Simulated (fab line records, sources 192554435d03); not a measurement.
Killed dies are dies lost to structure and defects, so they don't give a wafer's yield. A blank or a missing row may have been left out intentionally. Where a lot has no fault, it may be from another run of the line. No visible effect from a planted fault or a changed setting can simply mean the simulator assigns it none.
fab line records	flow n5_finfet
record lots=24	wafers=72	last_day=18
route steps=1938 shown BEOL_M6@1254 BEOL_M7@1267
lots with no fault: from the same line, run without faults
start_h: start of the lot's first displayed wafer, in hours after the record's first day	wait_h: hours since the lot's step before	" same as the row above	L1.1+2: one row covering several wafers at once	- no value, or no start given	* or withheld: withheld	< > ~ a bound
route shown NAME@n: a module of which the file shows steps, and the number in the route of the first	usual: the fault-free wafers' mean and standard deviation	same: alike in all rows	chamber/n: place in a boat	sites: each site's reading	_std_site: how widely they spread, as a standard deviation	_edge_site: mean of outer sites minus mean of inner sites	radius_mm: for every site, how far away it sits from the centre of the wafer	mask NAME#n: copy n	behind: the last tool/chamber to shape the wafer	hold: the reason the lot was held/the length of the hold in hours/how it ended	device: the transistor (n, p or np) that didn't switch	end of line: tests of these same wafers at the route's end	for a step that has no rows: nothing shown but its recipe	killed: dies that structure and defects cost at the first sort, which is not the same as the wafer's yield	map: a wafer's dies, marking killed ones x, the rest . and places with no die _
set.NAME: the setting that was run; set.NAME@STEP: the one run at that earlier step	model.NAME: the simulator's own value behind a step, which no gauge read
route steps across a sampled set of lots; one table per step, one row per wafer
services: from which hour (start_h, from the record's first day; less than 0 if before it) a tool's chamber was out of use, for how many hours, and why
## steps
# step N5_BEOL_M6_SPUTTER_48
# recipe material=Cu	target_thk_a=100	temp_c=-20	bias_v=60	power_w=26000	chamber_pressure_pa=0.13	time_s=1.667
# usual substrate_temp_c=-20.00/0.1	throttle_valve_pct=30.0/1.3
lot.wafer	tool	chamber	start_h	wait_h	substrate_temp_c	throttle_valve_pct
L074.3	pvd_sputter-01	-	192.40	0.1	-19.96	30.2
L074.4	"	-	"	"	-19.88	29.4
L074.6	"	-	"	"	-20.13	30.3
L075.1	pvd_sputter-02	-	215.96	0.1	-20.21	31.1
L075.2	"	-	"	"	-20.09	28.7
L075.4	"	-	"	"	-19.93	32.6
L076.2	pvd_sputter-01	-	217.64	1.3	-19.93	29.3
L076.3	"	-	"	"	-19.92	29.0
L076.5	"	-	"	"	-19.89	30.3
L078.1	pvd_sputter-01	-	221.14	1.6	-19.99	30.1
L078.3	"	-	"	"	-20.06	29.0
L078.6	"	-	"	"	-20.00	30.5
L077.1	pvd_sputter-01	-	221.56	0.1	-20.00	29.5
L077.3	"	-	"	"	-20.07	29.2
L077.5	"	-	"	"	-19.94	29.9
L079.3	pvd_sputter-02	-	230.88	0.1	-19.80	32.7
L079.4	"	-	"	"	-20.15	28.7
L079.5	"	-	"	"	-20.04	28.7
L080.1	pvd_sputter-01	-	232.30	0.2	-20.20	29.7
L080.3	"	-	"	"	-20.04	30.1
L080.5	"	-	"	"	-19.98	30.3
L081.2	pvd_sputter-01	-	235.12	0.1	-19.98	30.3
L081.4	"	-	"	"	-19.87	29.2
L081.6	"	-	"	"	-20.11	29.6
L082.3	pvd_sputter-01	-	243.92	0.1	-19.97	29.4
L082.5	"	-	"	"	-20.06	30.2
L082.6	"	-	"	"	-19.95	29.3
L083.2	pvd_sputter-01	-	249.86	0.1	-19.87	30.1
L083.4	"	-	"	"	-20.17	29.2
L083.6	"	-	"	"	-19.97	29.0
L084.1	pvd_sputter-02	-	252.96	0.1	-19.94	28.9
L084.4	"	-	"	"	-20.19	32.7
L084.6	"	-	"	"	-20.11	28.4
L085.2	pvd_sputter-03	-	261.89	0.1	-20.21	30.1
L085.3	"	-	"	"	-20.23	30.0
L085.6	"	-	"	"	-19.99	31.0
L086.2	pvd_sputter-03	-	273.83	0.1	-19.84	30.8
L086.5	"	-	"	"	-19.98	30.4
L086.6	"	-	"	"	-19.92	30.8
L087.1	pvd_sputter-01	-	279.76	0.1	-20.11	29.2
L087.2	"	-	"	"	-20.16	29.7
L087.6	"	-	"	"	-20.02	28.9
L088.4	pvd_sputter-02	-	280.48	0.2	-19.85	31.1
L088.5	"	-	"	"	-20.04	31.1
L088.6	"	-	"	"	-19.99	32.4
L090.2	pvd_sputter-02	-	289.82	0.2	-19.93	28.6
L090.3	"	-	"	"	-19.94	31.2
L090.4	"	-	"	"	-19.95	28.1
L089.3	pvd_sputter-02	-	295.33	1.8	-19.79	28.0
L089.4	"	-	"	"	-20.06	32.6
L089.5	"	-	"	"	-19.92	28.1
L091.1	pvd_sputter-03	-	298.24	0.1	-19.94	29.3
L091.2	"	-	"	"	-19.98	31.0
L091.4	"	-	"	"	-19.87	30.1
L093.1	pvd_sputter-01	-	310.11	0.2	-20.08	28.8
L093.3	"	-	"	"	-19.87	30.0
L093.4	"	-	"	"	-20.03	29.1
L092.3	pvd_sputter-02	-	312.37	0.1	-19.96	30.8
L092.5	"	-	"	"	-19.99	31.1
L092.6	"	-	"	"	-19.98	32.7
L095.2	pvd_sputter-02	-	316.75	0.1	-20.03	31.0
L095.3	"	-	"	"	-19.84	33.0
L095.4	"	-	"	"	-20.01	28.1
L094.1	pvd_sputter-01	-	316.94	0.1	-19.87	29.3
L094.3	"	-	"	"	-20.08	29.3
L094.4	"	-	"	"	-20.00	29.8
L096.2	pvd_sputter-02	-	323.31	0.2	-20.17	30.8
L096.3	"	-	"	"	-20.17	28.2
L096.4	"	-	"	"	-20.05	32.5
L097.2	pvd_sputter-02	-	340.87	0.3	-19.94	28.8
L097.4	"	-	"	"	-20.07	31.0
L097.5	"	-	"	"	-20.00	32.6
# step N5_BEOL_M7_HM_DEP_02
# recipe material=TiN	target_thk_a=200	temp_c=25	chamber_pressure_pa=0.49996
# usual substrate_temp_c=25.02/0.091	throttle_valve_pct=30.0/1.2
lot.wafer	tool	chamber	start_h	wait_h	substrate_temp_c	throttle_valve_pct
L074.3	pvd_sputter-03	-	195.32	1.3	24.95	30.4
L074.4	"	-	"	"	25.04	29.2
L074.6	"	-	"	"	24.90	29.9
L075.1	pvd_sputter-01	-	219.12	0.7	24.88	29.5
L075.2	"	-	"	"	24.85	30.3
L075.4	"	-	"	"	25.08	29.2
L076.2	pvd_sputter-01	-	221.94	2.5	25.05	30.0
L076.3	"	-	"	"	24.87	30.2
L076.5	"	-	"	"	25.01	29.7
L078.1	pvd_sputter-02	-	225.83	2.8	25.01	28.8
L078.3	"	-	"	"	25.00	30.8
L078.6	"	-	"	"	25.08	32.8
L077.1	pvd_sputter-02	-	225.93	2.7	24.94	28.2
L077.3	"	-	"	"	25.00	30.9
L077.5	"	-	"	"	24.98	30.9
L079.3	pvd_sputter-02	-	234.20	1.7	25.06	28.1
L079.4	"	-	"	"	24.98	28.7
L079.5	"	-	"	"	25.02	28.2
L080.1	pvd_sputter-01	-	234.86	0.5	25.04	29.4
L080.3	"	-	"	"	24.96	30.3
L080.5	"	-	"	"	24.82	30.1
L081.2	pvd_sputter-01	-	237.42	0.7	25.07	29.4
L081.4	"	-	"	"	25.00	30.3
L081.6	"	-	"	"	25.00	30.3
L082.3	pvd_sputter-01	-	246.10	0.1	24.89	30.3
L082.5	"	-	"	"	24.97	30.2
L082.6	"	-	"	"	24.95	29.1
L083.2	pvd_sputter-03	-	252.39	0.9	25.02	30.3
L083.4	"	-	"	"	25.12	31.2
L083.6	"	-	"	"	24.99	30.0
L084.1	pvd_sputter-03	-	255.33	0.7	25.05	30.5
L084.4	"	-	"	"	25.05	31.0
L084.6	"	-	"	"	25.05	30.1
L085.2	pvd_sputter-01	-	264.56	1.0	25.18	29.4
L085.3	"	-	"	"	25.04	30.3
L085.6	"	-	"	"	24.91	30.0
L086.2	pvd_sputter-03	-	276.55	1.0	24.92	30.3
L086.5	"	-	"	"	25.06	30.2
L086.6	"	-	"	"	24.84	30.9
L087.1	pvd_sputter-02	-	284.46	2.8	24.99	32.8
L087.2	"	-	"	"	25.00	31.0
L087.6	"	-	"	"	25.00	31.0
L088.4	pvd_sputter-03	-	284.77	2.1	24.83	30.2
L088.5	"	-	"	"	25.03	31.4
L088.6	"	-	"	"	25.10	30.3
L090.2	pvd_sputter-02	-	292.65	1.2	25.05	28.3
L090.3	"	-	"	"	24.98	28.7
L090.4	"	-	"	"	24.88	31.0
L089.3	pvd_sputter-01	-	298.12	0.7	24.95	29.1
L089.4	"	-	"	"	24.99	30.5
L089.5	"	-	"	"	25.02	29.9
L091.1	pvd_sputter-01	-	303.26	3.0	24.97	29.5
L091.2	"	-	"	"	25.01	30.4
L091.4	"	-	"	"	24.96	28.9
L093.1	pvd_sputter-02	-	312.27	0.4	25.04	28.6
L093.3	"	-	"	"	25.20	31.0
L093.4	"	-	"	"	25.01	32.7
L092.3	pvd_sputter-01	-	315.10	0.8	24.99	30.0
L092.5	"	-	"	"	25.11	30.3
L092.6	"	-	"	"	25.04	29.3
L095.2	pvd_sputter-01	-	319.66	1.0	25.07	29.9
L095.3	"	-	"	"	25.21	29.4
L095.4	"	-	"	"	25.16	29.1
L094.1	pvd_sputter-01	-	319.76	1.0	25.17	29.9
L094.3	"	-	"	"	24.91	29.1
L094.4	"	-	"	"	25.03	30.1
L096.2	pvd_sputter-02	-	325.97	1.0	25.04	28.2
L096.3	"	-	"	"	25.02	31.1
L096.4	"	-	"	"	24.99	28.8
L097.2	pvd_sputter-02	-	343.97	1.1	24.95	28.3
L097.4	"	-	"	"	24.89	29.0
L097.5	"	-	"	"	25.00	31.0
# step N5_BEOL_M7_INSPECT_13
# recipe mode=adi	inspect_instrument=brightfield
# usual raw_defect_count=420/100
lot.wafer	tool	chamber	start_h	wait_h	raw_defect_count
L074.3	defect_inspect-01	-	195.87	0.0	322
L074.4	"	-	"	"	291
L074.6	"	-	"	"	229
L075.1	defect_inspect-01	-	219.55	0.0	267
L075.2	"	-	"	"	358
L075.4	"	-	"	"	243
L076.2	defect_inspect-01	-	222.50	0.0	336
L076.3	"	-	"	"	377
L076.5	"	-	"	"	417
L078.1	defect_inspect-01	-	226.38	0.0	301
L078.3	"	-	"	"	382
L078.6	"	-	"	"	514
L077.1	defect_inspect-01	-	226.54	0.0	602
L077.3	"	-	"	"	298
L077.5	"	-	"	"	435
L079.3	defect_inspect-02	-	234.62	0.0	508
L079.4	"	-	"	"	432
L079.5	"	-	"	"	463
L080.1	defect_inspect-02	-	235.41	0.0	442
L080.3	"	-	"	"	393
L080.5	"	-	"	"	495
L081.2	defect_inspect-01	-	237.97	0.0	454
L081.4	"	-	"	"	482
L081.6	"	-	"	"	536
L082.3	defect_inspect-02	-	246.54	0.0	333
L082.5	"	-	"	"	427
L082.6	"	-	"	"	401
L083.2	defect_inspect-02	-	252.81	0.0	333
L083.4	"	-	"	"	290
L083.6	"	-	"	"	348
L084.1	defect_inspect-01	-	255.88	0.0	460
L084.4	"	-	"	"	462
L084.6	"	-	"	"	504
L085.2	defect_inspect-02	-	265.11	0.0	319
L085.3	"	-	"	"	506
L085.6	"	-	"	"	266
L086.2	defect_inspect-01	-	277.10	0.0	512
L086.5	"	-	"	"	600
L086.6	"	-	"	"	690
L087.1	defect_inspect-01	-	285.01	0.0	463
L087.2	"	-	"	"	446
L087.6	"	-	"	"	549
L088.4	defect_inspect-02	-	285.33	0.0	579
L088.5	"	-	"	"	515
L088.6	"	-	"	"	628
L090.2	defect_inspect-01	-	293.22	0.0	356
L090.3	"	-	"	"	386
L090.4	"	-	"	"	214
L089.3	defect_inspect-01	-	298.55	0.0	524
L089.4	"	-	"	"	509
L089.5	"	-	"	"	540
L091.1	defect_inspect-02	-	303.81	0.0	221
L091.2	"	-	"	"	297
L091.4	"	-	"	"	376
L093.1	defect_inspect-02	-	312.70	0.0	478
L093.3	"	-	"	"	556
L093.4	"	-	"	"	405
L092.3	defect_inspect-02	-	315.65	0.0	432
L092.5	"	-	"	"	373
L092.6	"	-	"	"	419
L095.2	defect_inspect-02	-	320.10	0.0	314
L095.3	"	-	"	"	303
L095.4	"	-	"	"	425
L094.1	defect_inspect-01	-	320.31	0.0	316
L094.3	"	-	"	"	426
L094.4	"	-	"	"	345
L096.2	defect_inspect-02	-	326.53	0.0	271
L096.3	"	-	"	"	411
L096.4	"	-	"	"	609
L097.2	defect_inspect-01	-	344.54	0.0	349
L097.4	"	-	"	"	698
L097.5	"	-	"	"	620
# step N5_BEOL_M7_STRIP_67
# recipe chemistry=CF4	resist=SiARC	power_w=300	bias_power_w=75	pressure_mtorr=50	cf4_flow_sccm=150	rf_frequency_hz=6e+07
# usual bias_power_w=74.98/0.22	drypump_motor_current_A=5.9/0.38	oes_product_au=0.79/0.079	rf_vpp_V=270.6/1.6	showerhead_plenum_p_Torr=1.78/0.059	throttle_valve_pct=13.65/0.19
lot.wafer	tool	chamber	start_h	wait_h	bias_power_w	drypump_motor_current_A	oes_product_au	rf_hours_counter_h	rf_vpp_V	showerhead_plenum_p_Torr	throttle_valve_pct
L074.3	rie_diel-02	0	196.14	0.0	74.38	6.5	0.69	236	271.9	1.84	13.76
L074.4	"	3	"	"	74.96	5.3	0.82	79	268.4	1.74	13.65
L074.6	"	1	"	"	75.13	5.9	0.80	-	269.0	1.74	13.52
L075.1	rie_diel-03	0	219.98	0.0	74.82	5.8	0.81	80	272.9	1.81	13.69
L075.2	"	2	"	"	75.14	5.9	0.69	229	271.7	1.77	13.95
L075.4	"	3	"	"	74.87	5.6	0.81	61	273.4	1.89	13.13
L076.2	rie_diel-03	3	222.77	0.0	74.75	5.6	0.82	62	272.7	1.89	13.15
L076.3	"	1	"	"	75.28	6.2	0.76	141	268.5	1.66	13.57
L076.5	"	0	"	"	75.22	5.8	0.81	-	269.2	1.81	13.70
L078.1	rie_diel-02	2	226.65	0.0	74.86	6.7	0.70	232	269.8	1.70	13.83
L078.3	"	0	"	"	75.13	6.5	0.68	245	271.3	1.84	13.79
L078.6	"	2	"	"	75.10	6.7	0.70	-	268.6	1.70	13.83
L077.1	rie_diel-01	0	226.89	0.0	74.56	5.9	0.77	147	270.0	1.80	13.72
L077.3	"	3	"	"	75.17	6.0	0.72	194	271.3	1.79	13.74
L077.5	"	0	"	"	75.07	5.9	0.77	-	271.7	1.80	13.70
L079.3	rie_diel-01	0	235.03	0.0	75.11	5.9	0.76	150	270.7	1.80	13.71
L079.4	"	0	"	"	75.33	5.9	0.76	-	271.5	1.80	13.71
L079.5	"	2	"	"	74.85	5.5	0.95	-	272.6	1.84	13.60
L080.1	rie_diel-01	1	235.72	0.0	75.22	6.3	0.85	52	269.9	1.76	13.71
L080.3	"	0	"	"	75.21	5.9	0.76	151	271.0	1.80	13.72
L080.5	"	1	"	"	74.59	6.3	0.86	-	270.6	1.76	13.72
L081.2	rie_diel-01	2	238.24	0.0	75.14	5.5	0.94	7	272.0	1.84	13.59
L081.4	"	0	"	"	74.96	5.9	0.76	-	270.7	1.80	13.73
L081.6	"	1	"	"	75.06	6.3	0.86	-	270.8	1.76	13.71
L082.3	rie_diel-03	2	246.81	0.0	74.84	5.9	0.69	237	269.8	1.77	13.96
L082.5	"	1	"	"	74.73	6.2	0.77	-	267.1	1.66	13.59
L082.6	"	2	"	"	74.82	5.9	0.69	-	271.3	1.77	13.98
L083.2	rie_diel-03	1	253.08	0.0	75.14	6.2	0.77	150	269.3	1.66	13.59
L083.4	"	3	"	"	74.58	5.6	0.80	69	273.9	1.89	13.15
L083.6	"	3	"	"	74.72	5.6	0.81	-	272.9	1.89	13.16
L084.1	rie_diel-02	2	256.39	0.0	75.39	6.7	0.70	241	268.6	1.70	13.86
L084.4	"	3	"	"	75.03	5.3	0.79	96	270.8	1.74	13.69
L084.6	"	2	"	"	75.74	6.7	0.70	-	268.4	1.70	13.87
L085.2	rie_diel-02	2	265.38	0.0	74.92	6.7	0.69	245	267.9	1.69	13.86
L085.3	"	3	"	"	75.02	5.3	0.79	100	269.8	1.73	13.70
L085.6	"	3	"	"	75.01	5.3	0.79	-	269.4	1.74	13.69
L086.2	rie_diel-01	3	277.38	0.0	74.95	5.9	0.71	205	270.6	1.78	13.74
L086.5	"	2	"	"	75.10	5.5	0.90	-	272.0	1.84	13.62
L086.6	"	1	"	"	74.75	6.3	0.84	-	270.6	1.76	13.75
L087.1	rie_diel-01	2	285.29	0.0	74.79	5.5	0.90	22	273.6	1.84	13.62
L087.2	"	0	"	"	74.82	5.9	0.74	167	271.5	1.79	13.75
L087.6	"	3	"	"	75.06	6.0	0.71	-	269.8	1.78	13.78
L088.4	rie_diel-02	1	286.01	0.0	75.05	5.9	0.76	-	270.9	1.73	13.58
L088.5	"	3	"	"	74.98	5.3	0.78	-	269.8	1.73	13.72
L088.6	"	2	"	"	75.22	6.7	0.68	-	268.3	1.69	13.88
L090.2	rie_diel-01	3	293.55	0.0	75.26	6.0	0.71	211	269.6	1.78	13.79
L090.3	"	1	"	"	74.91	6.3	0.83	72	268.6	1.75	13.75
L090.4	"	2	"	"	75.03	5.5	0.89	25	272.2	1.84	13.64
L089.3	rie_diel-02	1	298.82	0.0	75.13	5.8	0.77	138	269.3	1.73	13.58
L089.4	"	1	"	"	75.03	5.9	0.77	-	268.9	1.73	13.60
L089.5	"	3	"	"	75.03	5.3	0.78	-	270.3	1.73	13.72
L091.1	rie_diel-01	0	304.42	0.0	74.62	5.9	0.74	174	272.9	1.79	13.78
L091.2	"	3	"	"	75.02	6.0	0.71	215	269.6	1.78	13.79
L091.4	"	1	"	"	75.46	6.3	0.83	75	269.7	1.75	13.76
L093.1	rie_diel-01	2	313.01	0.0	74.80	5.5	0.88	32	273.7	1.83	13.63
L093.3	"	0	"	"	75.60	5.9	0.73	177	270.2	1.79	13.79
L093.4	"	1	"	"	75.07	6.3	0.82	78	270.8	1.75	13.75
L092.3	rie_diel-01	0	315.92	0.0	75.21	5.9	0.74	178	270.2	1.79	13.79
L092.5	"	2	"	"	74.92	5.5	0.88	-	271.5	1.83	13.65
L092.6	"	3	"	"	74.92	6.0	0.71	-	271.2	1.78	13.78
L095.2	rie_diel-02	1	320.37	0.0	75.12	5.9	0.76	147	269.5	1.73	13.60
L095.3	"	3	"	"	75.01	5.3	0.78	121	271.6	1.73	13.73
L095.4	"	0	"	"	74.84	6.5	0.91	13	271.9	1.83	13.27
L094.1	rie_diel-03	1	320.63	0.0	74.82	6.2	0.74	173	268.0	1.65	13.64
L094.3	"	0	"	"	75.04	5.8	0.78	111	271.3	1.80	13.75
L094.4	"	2	"	"	75.16	5.9	0.98	3	270.5	1.76	13.42
L096.2	rie_diel-01	1	326.80	0.0	74.87	6.3	0.81	83	269.3	1.75	13.77
L096.3	"	0	"	"	75.09	5.9	0.73	182	271.3	1.79	13.79
L096.4	"	3	"	"	74.99	6.0	0.71	222	272.5	1.78	13.80
L097.2	rie_diel-03	2	345.02	0.0	74.94	5.9	0.94	9	270.6	1.76	13.45
L097.4	"	3	"	"	75.05	5.6	0.78	98	274.4	1.88	13.21
L097.5	"	1	"	"	74.79	6.2	0.74	-	267.4	1.65	13.66
# step N5_BEOL_M7_CD_MEAS_28
# recipe target_cd_nm=40	landing_energy_ev=500	detector=se_inlens
# usual cd_nm=39.96/0.22
lot.wafer	tool	chamber	start_h	wait_h	cd_nm
L074.3	cd_sem-03	0	198.58	-	39.99
L074.4	"	0	"	"	40.23
L074.6	"	0	"	"	40.22
L075.1	cd_sem-03	0	220.94	-	40.19
L075.2	"	0	"	"	40.19
L075.4	"	0	"	"	40.17
L076.2	cd_sem-03	0	225.56	-	40.04
L076.3	"	0	"	"	39.85
L076.5	"	0	"	"	39.73
L078.1	cd_sem-01	0	227.29	-	39.70
L078.3	"	0	"	"	39.98
L078.6	"	0	"	"	39.62
L077.1	cd_sem-02	0	227.43	-	40.50
L077.3	"	0	"	"	40.21
L077.5	"	0	"	"	40.11
L079.3	cd_sem-01	0	236.50	-	40.01
L079.4	"	0	"	"	40.22
L079.5	"	0	"	"	39.46
L080.1	cd_sem-02	0	236.53	-	39.99
L080.3	"	0	"	"	39.91
L080.5	"	0	"	"	40.21
L081.2	cd_sem-01	0	240.37	-	40.09
L081.4	"	0	"	"	39.53
L081.6	"	0	"	"	39.69
L082.3	cd_sem-01	0	248.06	-	40.21
L082.5	"	0	"	"	39.66
L082.6	"	0	"	"	40.07
L083.2	cd_sem-03	0	254.47	-	39.68
L083.4	"	0	"	"	39.75
L083.6	"	0	"	"	40.25
L084.1	cd_sem-03	0	257.69	-	39.99
L084.4	"	0	"	"	39.96
L084.6	"	0	"	"	40.00
L085.2	cd_sem-02	0	267.09	-	40.09
L085.3	"	0	"	"	40.03
L085.6	"	0	"	"	40.30
L086.2	cd_sem-03	0	278.14	-	39.82
L086.5	"	0	"	"	40.06
L086.6	"	0	"	"	40.11
L087.1	cd_sem-03	0	286.07	-	39.89
L087.2	"	0	"	"	39.78
L087.6	"	0	"	"	39.77
L088.4	cd_sem-01	0	288.52	-	39.71
L088.5	"	0	"	"	39.43
L088.6	"	0	"	"	39.82
L090.2	cd_sem-03	0	295.67	-	39.92
L090.3	"	0	"	"	39.85
L090.4	"	0	"	"	40.18
L089.3	cd_sem-03	0	303.25	-	40.05
L089.4	"	0	"	"	39.57
L089.5	"	0	"	"	39.70
L091.1	cd_sem-01	0	308.03	-	39.78
L091.2	"	0	"	"	39.49
L091.4	"	0	"	"	39.74
L093.1	cd_sem-01	0	314.56	-	39.96
L093.3	"	0	"	"	39.44
L093.4	"	0	"	"	39.91
L092.3	cd_sem-02	0	318.98	-	40.15
L092.5	"	0	"	"	39.83
L092.6	"	0	"	"	40.11
L094.1	cd_sem-03	0	322.13	-	39.88
L094.3	"	0	"	"	40.07
L094.4	"	0	"	"	40.10
L095.2	cd_sem-02	0	322.17	-	39.82
L095.3	"	0	"	"	40.19
L095.4	"	0	"	"	39.95
L096.2	cd_sem-01	0	329.14	-	39.77
L096.3	"	0	"	"	39.30
L096.4	"	0	"	"	39.89
L097.2	cd_sem-03	0	347.19	-	39.90
L097.4	"	0	"	"	39.79
L097.5	"	0	"	"	39.82
# step N5_BEOL_M7_DEGAS_44
# recipe ambient=vacuum	temp_c=250	time_s=60
# usual heater_power_w=345/21
lot.wafer	tool	chamber	start_h	wait_h	heater_power_w
L074.3	pvd_sputter-03	-	200.54	0.7	370
L074.4	"	-	"	"	313
L074.6	"	-	"	"	340
L075.1	pvd_sputter-01	-	222.32	0.6	314
L075.2	"	-	"	"	343
L075.4	"	-	"	"	345
L076.2	pvd_sputter-02	-	226.99	0.5	338
L076.3	"	-	"	"	363
L076.5	"	-	"	"	379
L078.1	pvd_sputter-02	-	228.47	0.3	348
L078.3	"	-	"	"	315
L078.6	"	-	"	"	351
L077.1	pvd_sputter-01	-	230.36	2.0	340
L077.3	"	-	"	"	342
L077.5	"	-	"	"	332
L079.3	pvd_sputter-01	-	237.90	0.3	313
L079.4	"	-	"	"	340
L079.5	"	-	"	"	338
L080.1	pvd_sputter-02	-	238.06	0.4	308
L080.3	"	-	"	"	361
L080.5	"	-	"	"	319
L081.2	pvd_sputter-03	-	242.17	1.0	371
L081.4	"	-	"	"	374
L081.6	"	-	"	"	349
L082.3	pvd_sputter-02	-	249.28	0.3	318
L082.5	"	-	"	"	376
L082.6	"	-	"	"	315
L083.2	pvd_sputter-02	-	255.83	0.2	359
L083.4	"	-	"	"	344
L083.6	"	-	"	"	343
L084.1	pvd_sputter-03	-	258.93	0.3	321
L084.4	"	-	"	"	367
L084.6	"	-	"	"	326
L085.2	pvd_sputter-03	-	268.49	0.4	312
L085.3	"	-	"	"	330
L085.6	"	-	"	"	357
L086.2	pvd_sputter-01	-	279.24	0.3	335
L086.5	"	-	"	"	336
L086.6	"	-	"	"	329
L087.1	pvd_sputter-01	-	289.18	1.8	338
L087.2	"	-	"	"	351
L087.6	"	-	"	"	344
L088.4	pvd_sputter-02	-	289.62	0.2	342
L088.5	"	-	"	"	364
L088.6	"	-	"	"	318
L090.2	pvd_sputter-01	-	297.04	0.4	312
L090.3	"	-	"	"	335
L090.4	"	-	"	"	322
L089.3	pvd_sputter-03	-	304.45	0.2	344
L089.4	"	-	"	"	325
L089.5	"	-	"	"	376
L091.1	pvd_sputter-01	-	309.79	0.8	340
L091.2	"	-	"	"	339
L091.4	"	-	"	"	306
L093.1	pvd_sputter-02	-	315.85	0.3	329
L093.3	"	-	"	"	375
L093.4	"	-	"	"	341
L092.3	pvd_sputter-02	-	320.29	0.2	363
L092.5	"	-	"	"	345
L092.6	"	-	"	"	373
L094.1	pvd_sputter-03	-	323.46	0.3	377
L094.3	"	-	"	"	331
L094.4	"	-	"	"	324
L095.2	pvd_sputter-02	-	323.59	0.2	367
L095.3	"	-	"	"	363
L095.4	"	-	"	"	349
L096.2	pvd_sputter-03	-	330.59	0.3	363
L096.3	"	-	"	"	315
L096.4	"	-	"	"	373
L097.2	pvd_sputter-03	-	348.72	0.6	345
L097.4	"	-	"	"	361
L097.5	"	-	"	"	362
## services
tool	chamber	start_h	hours	kind
rie_diel-01	2	187.71	-	clean
rie_diel-01	2	187.71	-	consumable_replace:focus_ring
rie_diel-01	2	187.71	28.1	scheduled_down
rie_diel-01	2	187.71	28.1	vent_cycle
rie_diel-01	3	229.61	8.4	repair
rie_diel-03	2	257.83	5.3	repair
rie_diel-02	0	263.58	-	clean
rie_diel-02	0	263.58	-	consumable_replace:focus_ring
rie_diel-02	0	263.58	23.1	scheduled_down
rie_diel-02	0	263.58	23.1	vent_cycle
pvd_sputter-02	-	281.56	1.6	repair
rie_diel-02	2	290.18	-	clean
rie_diel-02	2	290.18	-	consumable_replace:focus_ring
rie_diel-02	2	290.18	-	consumable_replace:showerhead
rie_diel-02	2	290.18	17.8	scheduled_down
rie_diel-02	2	290.18	17.8	vent_cycle
rie_diel-03	2	297.32	-	clean
rie_diel-03	2	297.32	-	consumable_replace:focus_ring
rie_diel-03	2	297.32	15.2	scheduled_down
rie_diel-03	2	297.32	15.2	vent_cycle
rie_diel-03	3	305.87	4.8	repair
rie_diel-02	-	325.54	2.8	pm
rie_diel-02	1	340.70	5.4	repair
## key
fault none
